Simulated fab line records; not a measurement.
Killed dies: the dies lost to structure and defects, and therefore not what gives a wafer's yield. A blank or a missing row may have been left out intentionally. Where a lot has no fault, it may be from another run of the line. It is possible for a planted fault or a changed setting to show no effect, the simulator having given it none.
fab line records	flow nand_harc
record lots=14	wafers=42	last_day=24
route steps=1159 shown A_M1@1052 A_BONDPAD@1080 THIN_TSV@1151
lots that met no fault: from a run of the same line without faults
start_h: the number of hours between the record's first day and the start of the first shown wafer of the lot	wait_h: hours elapsed since this lot's preceding step	" same as the row above	L1.1+2: one row covering several wafers at once	- no value present, or no start provided	* or withheld: withheld	< > ~ a bound
route shown NAME@n: names a module that has steps shown in the file, with the first one's number in the route	usual: average and standard deviation across the fault-free wafers	same: alike in all rows	chamber/n: place in a boat	sites: each site's reading	_std_site: standard deviation of those values	_edge_site: the outer-site mean with the inner-site mean subtracted	radius_mm: how far each site lies from the wafer's centre	mask NAME#n: copy n	behind: tool/chamber where the wafer was last shaped	hold: why the lot was held/for how many hours/how that ended	device: the n, p or np transistor that did not switch	end of line: at the end of the route, the tests of the same wafers	step lacking rows: just its recipe	killed: count of dies lost to structure and defects at first sort (not the wafer's yield)	map: the dies of a wafer, with x for killed, . for not killed, _ for no die there
set.NAME: the setting that was run; set.NAME@STEP: the one run at that earlier step	model.NAME: the simulator's own value behind a step, which no gauge read
one table for each step of the route and one row for each wafer, over a sample of lots
services: from which hour (start_h, from the record's first day; less than 0 if before it) a tool's chamber was out of use, for how many hours, and why
## steps
# step NHARC_A_M1_CMP_23
# recipe t_overpolish_s=20	target_thk_nm=154.34
# usual motor_current_A=11.5/1.5	pad_life_wafers=264/150	time_to_endpoint_s=28.4/2.7
lot.wafer	tool	chamber	start_h	wait_h	motor_current_A	pad_life_wafers	time_to_endpoint_s
L503.4	cmp-02	1	407.37	-	13.3	487	32.4
L503.2	"	2	"	"	10.4	488	29.5
L503.3	"	3	"	"	11.7	489	29.0
L502.1	cmp-04	3	409.25	-	10.2	32	22.6
L502.4	"	0	"	"	11.2	33	27.4
L502.5	"	2	"	"	11.0	-	25.6
L504.2	cmp-04	0	414.88	-	12.2	60	26.2
L504.1	"	3	"	"	10.5	63	26.8
L504.6	"	1	"	"	11.0	-	27.5
L506.3	cmp-01	1	429.39	-	13.6	255	29.0
L506.5	"	2	"	"	13.3	-	32.0
L506.6	"	3	"	"	9.7	-	28.4
L508.3	cmp-01	1	440.48	-	13.9	306	31.8
L508.2	"	3	"	"	9.2	308	32.2
L508.4	"	0	"	"	9.6	309	29.7
L510.2	cmp-01	3	450.29	-	9.7	360	30.6
L510.5	"	3	"	"	9.9	-	29.4
L510.6	"	0	"	"	10.3	-	28.3
L509.4	cmp-04	2	452.10	-	11.9	288	28.8
L509.2	"	3	"	"	10.1	289	25.7
L509.5	"	2	"	"	10.7	-	27.3
L512.2	cmp-01	0	458.35	-	10.1	426	27.9
L512.1	"	2	"	"	13.0	428	32.5
L512.4	"	3	"	"	9.7	429	28.9
L511.3	cmp-01	2	462.35	-	13.7	444	32.1
L511.4	"	3	"	"	9.7	445	27.6
L511.2	"	1	"	"	13.9	447	29.9
L513.2	cmp-04	1	475.05	-	11.2	426	26.4
L513.1	"	2	"	"	11.6	427	30.6
L513.3	"	3	"	"	9.9	428	24.6
L515.4	cmp-04	1	475.52	-	10.2	432	28.3
L515.1	"	0	"	"	12.1	435	26.5
L515.6	"	2	"	"	11.1	-	26.0
L517.3	cmp-02	3	500.11	-	12.2	439	28.6
L517.2	"	1	"	"	12.8	441	30.4
L517.5	"	3	"	"	12.2	-	26.3
L522.3	cmp-02	3	517.38	-	12.2	516	27.6
L522.1	"	0	"	"	12.2	517	32.3
L522.5	"	3	"	"	12.2	-	28.9
L523.3	cmp-01	1	527.12	-	14.3	294	26.3
L523.2	"	0	"	"	9.7	297	24.2
L523.5	"	2	"	"	12.8	-	30.0
# step NHARC_A_M1_DEP_33
# recipe target_thk_a=300	temp_c=370	target_thk_nm=30	pressure_torr=3	flow_sccm=200	rf_w=450	material=SiCN
# usual heater_power_outer_w=352/63	heater_power_w=628/90
lot.wafer	tool	chamber	start_h	wait_h	heater_power_outer_w	heater_power_w	since_wet_clean_h
L503.2	pecvd-04	1	408.00	0.1	414	719	18
L503.3	"	1	"	"	418	752	-
L503.4	"	2	"	"	327	623	-
L502.1	pecvd-02	2	409.81	0.1	472	722	63
L502.5	"	2	"	"	475	709	-
L502.4	"	1	"	"	369	618	-
L504.2	pecvd-04	1	415.55	0.1	407	701	26
L504.1	"	2	"	"	358	641	26
L504.6	"	2	"	"	349	666	-
L506.3	pecvd-02	0	429.92	0.1	371	670	83
L506.6	"	1	"	"	385	615	-
L506.5	"	2	"	"	433	649	-
L508.3	pecvd-04	1	441.10	0.1	412	721	52
L508.2	"	0	"	"	363	652	52
L508.4	"	0	"	"	358	665	-
L510.2	pecvd-04	1	451.40	0.1	341	619	62
L510.6	"	2	"	"	356	674	-
L510.5	"	1	"	"	344	641	-
L509.2	pecvd-02	2	452.73	0.1	413	648	105
L509.5	"	0	"	"	362	667	-
L509.4	"	1	"	"	388	607	-
L512.2	pecvd-04	2	459.11	0.1	304	578	70
L512.1	"	0	"	"	326	580	70
L512.4	"	0	"	"	327	594	-
L511.3	pecvd-01	1	462.97	0.1	230	453	32
L511.2	"	0	"	"	302	551	32
L511.4	"	2	"	"	432	752	-
L513.2	pecvd-04	1	475.67	0.1	415	707	86
L513.3	"	2	"	"	334	654	86
L513.1	"	0	"	"	376	658	86
L515.1	pecvd-04	2	476.18	0.1	322	622	87
L515.4	"	1	"	"	410	694	-
L515.6	"	0	"	"	336	615	-
L517.3	pecvd-04	2	500.69	0.1	348	663	111
L517.2	"	1	"	"	420	729	111
L517.5	"	2	"	"	346	632	-
L522.3	pecvd-01	2	518.05	0.1	429	782	87
L522.1	"	0	"	"	267	484	87
L522.5	"	0	"	"	270	494	-
L523.2	pecvd-01	0	527.78	0.1	328	580	97
L523.3	"	1	"	"	218	433	97
L523.5	"	0	"	"	333	580	-
# step NHARC_A_BONDPAD_ETCH_24
# recipe target_depth_a=300	over_etch_frac=0.3	time_s=72.99	ion_energy_ev=150	cf4_flow_sccm=50	n2_flow_sccm=100	ar_flow_sccm=150	rf_w=300	bias_w=100	chemistry=CF4/N2
# usual drypump_motor_current_A=5.6/0.51	oes_product_au=0.995/0.013	rf_vpp_V=314.0/1.9	showerhead_plenum_p_Torr=2.61/0.1	throttle_valve_pct=19.794/0.0087
lot.wafer	tool	chamber	start_h	wait_h	drypump_motor_current_A	oes_product_au	rf_hours_counter_h	rf_vpp_V	showerhead_plenum_p_Torr	throttle_valve_pct
L503.2	rie_diel-08	1	-	-	5.9	0.987	20	315.1	2.72	19.799
L503.4	"	3	"	"	6.0	0.993	19	313.8	2.56	19.777
L503.3	"	0	"	"	5.6	0.985	20	313.9	2.57	19.776
L502.4	rie_diel-11	0	-	-	5.5	0.991	13	316.2	2.74	19.794
L502.1	"	3	"	"	5.8	0.982	13	315.3	2.71	19.793
L502.5	"	0	"	"	5.5	0.986	-	315.8	2.74	19.786
L504.1	rie_diel-08	2	-	-	5.4	1.000	21	310.6	2.46	19.799
L504.2	"	3	"	"	6.0	0.990	21	314.5	2.56	19.798
L504.6	"	1	"	"	5.9	0.993	-	316.2	2.72	19.780
L506.3	rie_diel-06	0	-	-	5.0	0.994	0	316.1	2.76	19.789
L506.6	"	1	"	"	6.1	1.030	-	311.0	2.46	19.803
L506.5	"	2	"	"	5.0	1.001	-	314.4	2.64	19.797
L508.4	rie_diel-06	1	-	-	6.1	1.022	1	311.0	2.46	19.809
L508.3	"	2	"	"	5.0	0.990	1	314.8	2.64	19.802
L508.2	"	3	"	"	6.2	0.987	1	315.1	2.63	19.790
L510.2	rie_diel-06	3	-	-	6.3	0.984	1	314.4	2.63	19.791
L510.5	"	0	"	"	5.0	0.972	-	316.3	2.76	19.772
L510.6	"	1	"	"	6.1	1.010	-	311.7	2.46	19.792
L509.4	rie_diel-06	1	-	-	6.1	1.009	1	312.1	2.46	19.794
L509.2	"	0	"	"	5.0	0.990	1	318.8	2.76	19.800
L509.5	"	1	"	"	6.1	1.023	-	310.2	2.46	19.800
L512.2	rie_diel-08	3	461.76	0.2	6.0	0.984	23	313.9	2.55	19.807
L512.1	"	0	"	"	5.6	0.999	34	313.6	2.56	19.804
L512.4	"	1	"	"	5.9	0.999	-	315.3	2.72	19.793
L511.4	rie_diel-06	3	-	-	6.3	0.987	2	311.8	2.63	19.794
L511.2	"	0	"	"	5.0	0.997	2	317.6	2.76	19.807
L511.3	"	1	"	"	6.1	1.021	2	311.5	2.45	19.788
L513.3	rie_diel-08	1	-	-	5.9	1.000	36	316.2	2.72	19.793
L513.2	"	2	"	"	5.3	1.005	38	312.4	2.45	19.806
L513.1	"	3	"	"	6.0	0.991	28	311.8	2.55	19.788
L515.1	rie_diel-06	3	-	-	6.2	0.991	2	313.2	2.63	19.793
L515.4	"	0	"	"	5.0	1.001	2	316.3	2.76	19.819
L515.6	"	1	"	"	6.1	1.016	-	311.1	2.46	19.793
L517.3	rie_diel-06	1	-	-	6.1	1.023	3	312.5	2.45	19.795
L517.2	"	3	"	"	6.3	0.988	3	314.3	2.63	19.789
L517.5	"	0	"	"	5.0	0.994	-	316.2	2.76	19.788
L522.3	rie_diel-06	2	-	-	4.9	0.978	4	314.0	2.64	19.782
L522.1	"	0	"	"	5.0	0.987	4	316.4	2.76	19.794
L522.5	"	3	"	"	6.3	0.985	-	314.6	2.63	19.783
L523.3	rie_diel-06	2	530.91	0.2	5.0	0.981	5	314.4	2.64	19.804
L523.2	"	3	"	"	6.3	0.982	5	314.2	2.63	19.799
L523.5	"	3	"	"	6.3	0.987	-	315.3	2.63	19.796
# step NHARC_THIN_TSV_ETCH_59
# recipe target_depth_a=8800	icp_w=900	bias_w=100	Cl2_flow_sccm=60	bcl3_flow_sccm=30	time_s=138.1	chemistry=Cl2/BCl3
# usual drypump_motor_current_A=5.4/0.36	oes_product_au=0.997/0.011	throttle_valve_pct=22.265/0.0096
lot.wafer	tool	chamber	start_h	wait_h	drypump_motor_current_A	oes_product_au	rf_hours_counter_h	throttle_valve_pct
L503.2	rie_metal-01	0	439.11	0.1	5.5	0.994	2.9	22.251
L503.4	"	0	"	"	5.5	1.000	-	22.260
L503.3	"	1	"	"	6.0	0.996	-	22.289
L504.1	rie_metal-03	1	439.96	0.1	5.2	0.977	4.8	22.267
L504.2	"	0	"	"	5.7	0.984	4.4	22.230
L504.6	"	0	"	"	5.7	0.994	-	22.282
L502.1	rie_metal-03	1	441.17	0.1	5.2	0.990	5.0	22.266
L502.4	"	1	"	"	5.2	0.987	-	22.275
L502.5	"	0	"	"	5.7	0.985	-	22.253
L506.3	rie_metal-01	0	454.60	0.2	5.5	1.001	-	22.251
L506.6	"	1	"	"	6.0	0.993	-	22.265
L506.5	"	0	"	"	5.5	0.999	-	22.258
L508.2	rie_metal-02	1	467.03	0.2	5.6	0.996	2.1	22.253
L508.4	"	0	"	"	4.9	1.001	-	22.270
L508.3	"	1	"	"	5.6	0.986	-	22.268
L510.2	rie_metal-02	1	474.86	0.1	5.6	0.992	2.4	22.267
L510.5	"	1	"	"	5.6	0.992	-	22.270
L510.6	"	0	"	"	4.9	1.010	-	22.258
L509.2	rie_metal-02	0	477.80	0.1	4.9	1.016	2.6	22.285
L509.4	"	1	"	"	5.6	0.998	-	22.269
L509.5	"	0	"	"	4.9	1.003	-	22.281
L512.2	rie_metal-02	1	483.31	0.1	5.6	0.921	2.8	22.261
L512.1	"	0	"	"	4.9	1.005	2.8	22.254
L512.4	"	1	"	"	5.6	0.915	-	22.271
L511.2	rie_metal-03	1	484.18	0.2	5.2	0.985	0.8	22.275
L511.4	"	0	"	"	5.7	1.008	-	22.276
L511.3	"	1	"	"	5.2	0.997	-	22.270
L515.1	rie_metal-01	0	499.02	0.1	5.5	0.991	4.6	22.263
L515.4	"	1	"	"	6.0	0.989	-	22.255
L515.6	"	1	"	"	6.0	0.994	-	22.267
L513.2	rie_metal-02	0	500.57	0.1	4.9	0.944	3.1	22.260
L513.1	"	1	"	"	5.6	0.991	3.1	22.264
L513.3	"	0	"	"	4.9	1.000	-	22.266
L517.2	rie_metal-01	0	524.09	0.1	5.5	0.984	0.1	22.252
L517.3	"	0	"	"	5.5	0.975	-	22.279
L517.5	"	0	"	"	5.5	0.969	-	22.275
L522.1	rie_metal-03	0	542.48	0.1	5.7	0.994	2.5	22.271
L522.3	"	0	"	"	5.7	0.992	-	22.243
L522.5	"	0	"	"	5.7	1.000	-	22.268
L523.2	rie_metal-02	0	552.06	0.2	4.9	1.010	-	22.261
L523.3	"	0	"	"	4.9	1.004	-	22.259
L523.5	"	0	"	"	4.9	1.009	-	22.251
## services
tool	chamber	start_h	hours	kind
rie_metal-02	-	388.00	9.0	pm
cmp-04	-	399.07	4.0	pm
cmp-02	-	405.59	0.5	repair
pecvd-01	-	418.07	13.0	pm
rie_diel-06	-	418.20	9.0	pm
cmp-01	-	418.50	0.6	repair
cmp-02	-	422.62	4.0	pm
rie_metal-03	0	427.03	8.8	repair
rie_diel-08	1	437.38	8.4	repair
rie_metal-03	-	453.00	9.0	pm
cmp-02	-	456.55	1.2	repair
rie_diel-08	2	461.42	1.3	repair
cmp-01	-	473.63	4.0	pm
pecvd-04	2	477.63	5.5	repair
rie_diel-08	-	478.80	9.0	pm
cmp-04	-	497.07	4.0	pm
rie_metal-01	-	509.00	9.0	pm
rie_diel-08	0	511.99	9.8	repair
pecvd-02	-	515.34	13.0	pm
rie_diel-06	0	527.69	8.8	repair
rie_metal-01	0	528.07	3.5	repair
pecvd-04	0	529.13	6.3	repair
rie_metal-02	0	535.26	1.5	repair
rie_metal-02	1	549.15	4.5	repair
## key
first_sign step=NHARC_THIN_TSV_ETCH_59	reading=oes_product_au	direction=down	sigmas=6.5	usual=0.997	struck=0.927
effect none on later readings
met_at NHARC_THIN_TSV_ETCH_59
struck_lots L512,L513
struck_wafers L512.2,L512.4,L513.2
later_rows_left_out L512.2,L512.4,L513.2
sort_left_out L512.2,L512.4,L513.2
not_acting_at NHARC_A_M1_CMP_23,NHARC_A_M1_DEP_33,NHARC_A_BONDPAD_ETCH_24
onset_between 477.80 483.31
fault kind=process_parameter_drift	tool=rie_metal-02	chamber=-	onset_h=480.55	steps=NHARC_THIN_TSV_ETCH_59	channel=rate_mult	offset=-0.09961	shape=step	end_h=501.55	scope=struck_wafers_only
# sort_left_out: the simulated sort isn't trusted on such a fault, so these wafers' sort isn't shown, and their yield isn't known
# later_rows_left_out: the simulator's readings of these wafers behind a module that went badly wrong aren't trusted and aren't shown, but for the sort
